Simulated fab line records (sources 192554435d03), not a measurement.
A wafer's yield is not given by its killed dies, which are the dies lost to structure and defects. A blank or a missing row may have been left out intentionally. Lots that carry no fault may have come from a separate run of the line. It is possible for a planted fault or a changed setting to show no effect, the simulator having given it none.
A single fault, viewed from 2 desks / flow n5Finfet / each desk holds nothing but its own numbers, with what lay behind them at the end

## AT THE METROLOGY DESK
What the gauges read for every lot (on any tool): the sampled wafers with a number, averaged. Marked OUT: a lot whose mean sits more than 4 standard deviations from the usual mean, which makes it out of limits; the brackets give that distance. 7 of its 10 readings are shown, namely those furthest out on some lot.
Columns: A = DIBL_N at N5_BEOL_M4_RC_MEAS_101, usual 35.9 mV/V; B = IOFF_P at N5_BEOL_M4_RC_MEAS_101, usual 0.21 nA/um; C = ION_N at N5_BEOL_M4_RC_MEAS_101, usual 672 uA/um; D = ION_P at N5_BEOL_M4_RC_MEAS_101, usual 461 uA/um; E = SS_N at N5_BEOL_M4_RC_MEAS_101, usual 71.4 mV/dec; F = VT_N at N5_BEOL_M4_RC_MEAS_101, usual 249.3 mV; G = VT_P at N5_BEOL_M4_RC_MEAS_101, usual -250 mV
lot=L439; first seen here=day 7 17:38; A=34.8; B=0.24; C=681; D=475; E=71.2; F=249.3; G=-244
lot=L440; first seen here=day 8 04:54; A=36.5; B=0.23; C=673; D=462; E=72.2; F=248.2; G=-246
lot=L442; first seen here=day 9 04:48; A=37.0; B=0.24; C=677; D=460; E=71.6; F=248.8; G=-247
lot=L445; first seen here=day 9 05:35; A=36.1; B=0.23; C=679; D=465; E=71.3; F=248.1; G=-249
lot=L443; first seen here=day 9 12:25; A=35.5; B=0.21; C=678; D=461; E=71.8; F=248.2; G=-252
lot=L444; first seen here=day 9 14:31; A=36.5; B=0.19; C=675; D=454; E=71.7; F=250.0; G=-254
lot=L446; first seen here=day 9 16:41; A=36.1; B=0.21; C=673; D=468; E=71.1; F=249.6; G=-248
lot=L449; first seen here=day 10 14:10; A=34.6; B=0.19; C=660; D=457; E=70.9; F=250.7; G=-249
lot=L450; first seen here=day 10 16:13; A=35.0; B=0.18; C=666; D=452; E=70.9; F=252.5; G=-256
lot=L454; first seen here=day 11 15:05; A=34.6; B=0.16; C=669; D=455; E=71.0; F=249.0; G=-254
Result from this desk: across the 10 lots, nothing is out of limits.

## THE TOOL OWNER'S DESK: aldMetal-04
The tool's own readings at N5_BEOL_M1_ALD_84 (deposits TaN, pulse time 2 s, purge time 3 s, co reactant purge time 2 s): means of the sampled wafers that have a number, for each lot that ran on this tool. Marked OUT: a lot whose mean sits more than 4 standard deviations from the usual mean, which makes it out of limits; the brackets give that distance.
Columns: A = heaterPowerW at N5_BEOL_M1_ALD_84, usual 392 W
lot=L439; first seen here=day 6 08:29; A=419
lot=L445; first seen here=day 7 20:40; A=389
lot=L446; first seen here=day 8 08:07; A=403
lot=L449; first seen here=day 8 20:53; A=398
lot=L454; first seen here=day 10 06:27; A=376
Result from this desk: across the 5 lots, nothing is out of limits.

## TAKEN TOGETHER
The metrology desk saw nothing out of limits.
The desk of the tool owner found nothing out of limits.

## WHAT THE SIMULATOR HAD INSERTED
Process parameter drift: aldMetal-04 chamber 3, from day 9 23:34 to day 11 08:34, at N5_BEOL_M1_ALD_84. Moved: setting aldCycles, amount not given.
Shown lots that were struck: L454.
